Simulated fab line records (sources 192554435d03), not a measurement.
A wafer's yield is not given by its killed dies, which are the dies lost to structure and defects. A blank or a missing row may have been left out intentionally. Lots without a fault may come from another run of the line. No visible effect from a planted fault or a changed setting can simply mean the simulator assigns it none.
Chamber matching | flow n5_finfet | N5_BEOL_M8_VIA_ETCH_34 on rie_diel-03: 4 sister chambers
The step etches SiCOH lowk in C4F6/O2, target depth 125.5 nm, time 50.5 s. 20 wafers are shown with their chamber, then 10 later ones without.

EACH WAFER AND ITS CHAMBER
wafer  | chamber | drypump_motor_current_A (A) | throttle_valve_pct (%) | showerhead_plenum_p_Torr (Torr)
L078.1 | 1       | 6.0                         | 21.03                  | 2.80
L078.3 | 3       | 5.7                         | 20.44                  | 2.78
L078.5 | 3       | 5.8                         | 20.43                  | 2.78
L079.1 | 3       | 5.7                         | 20.45                  | 2.77
L079.2 | 1       | 6.0                         | 21.04                  | 2.80
L079.4 | 0       | 5.9                         | 20.96                  | 2.90
L080.1 | 1       | 6.0                         | 21.04                  | 2.80
L080.3 | 0       | 5.9                         | 20.96                  | 2.89
L080.4 | 3       | 5.7                         | 20.45                  | 2.77
L082.2 | 2       | 5.3                         | 20.95                  | 2.89
L082.4 | 0       | 5.9                         | 20.99                  | 2.89
L082.6 | 3       | 5.7                         | 20.43                  | 2.77
L083.1 | 0       | 5.9                         | 20.99                  | 2.89
L083.5 | 2       | 5.3                         | 20.95                  | 2.89
L083.6 | 1       | 6.0                         | 21.05                  | 2.80
L088.2 | 2       | 5.3                         | 20.97                  | 2.89
L088.3 | 1       | 6.0                         | 21.07                  | 2.79
L088.5 | 0       | 5.9                         | 21.01                  | 2.89
L089.1 | 2       | 5.3                         | 20.98                  | 2.88
L089.2 | 3       | 5.8                         | 20.47                  | 2.76

SIGNATURES (means of the wafers above)
reading                  | chamber 0 | chamber 1 | chamber 2 | chamber 3 | scatter within a chamber
drypump_motor_current_A  | 5.900     | 6.000     | 5.300     | 5.733     | 0.0289
throttle_valve_pct       | 20.9820   | 21.0460   | 20.9625   | 20.4450   | 0.017
showerhead_plenum_p_Torr | 2.8920    | 2.7980    | 2.8875    | 2.7717    | 0.00569
Rule: distance of a wafer from a chamber = root of the sum over the readings of ((wafer's reading minus chamber's mean) / reading's scatter) squared. If the next closest chamber is less than 2 further off than the closest, the wafer can't be placed; otherwise it belongs to the closest. The scatter: the root of (the sum of the squares of (reading less its chamber's mean) over the shown wafers, divided by (wafers less chambers)).

WAFERS WITH NO CHAMBER GIVEN
wafer  | drypump_motor_current_A (A) | throttle_valve_pct (%) | showerhead_plenum_p_Torr (Torr)
L089.4 | 6.0                         | 21.09                  | 2.79
L092.2 | 5.8                         | 20.47                  | 2.76
L092.4 | 5.8                         | 21.02                  | 2.88
L092.6 | 5.7                         | 20.50                  | 2.76
L095.1 | 5.9                         | 21.02                  | 2.88
L095.3 | 5.7                         | 20.52                  | 2.76
L095.4 | 6.0                         | 21.10                  | 2.78
L094.1 | 5.3                         | 21.01                  | 2.88
L094.4 | 6.0                         | 21.12                  | 2.78
L094.6 | 5.9                         | 21.03                  | 2.88

EACH ONE'S CHAMBER
wafer  | from the rows above | in truth
L089.4 | 1                   | 1
L092.2 | 3                   | 3
L092.4 | 0                   | 0
L092.6 | 3                   | 3
L095.1 | 0                   | 0
L095.3 | 3                   | 3
L095.4 | 1                   | 1
L094.1 | 2                   | 2
L094.4 | 1                   | 1
L094.6 | 0                   | 0
10 of 10 placed correctly. Left unplaced by these rows: 0. Wrongly placed: 0.
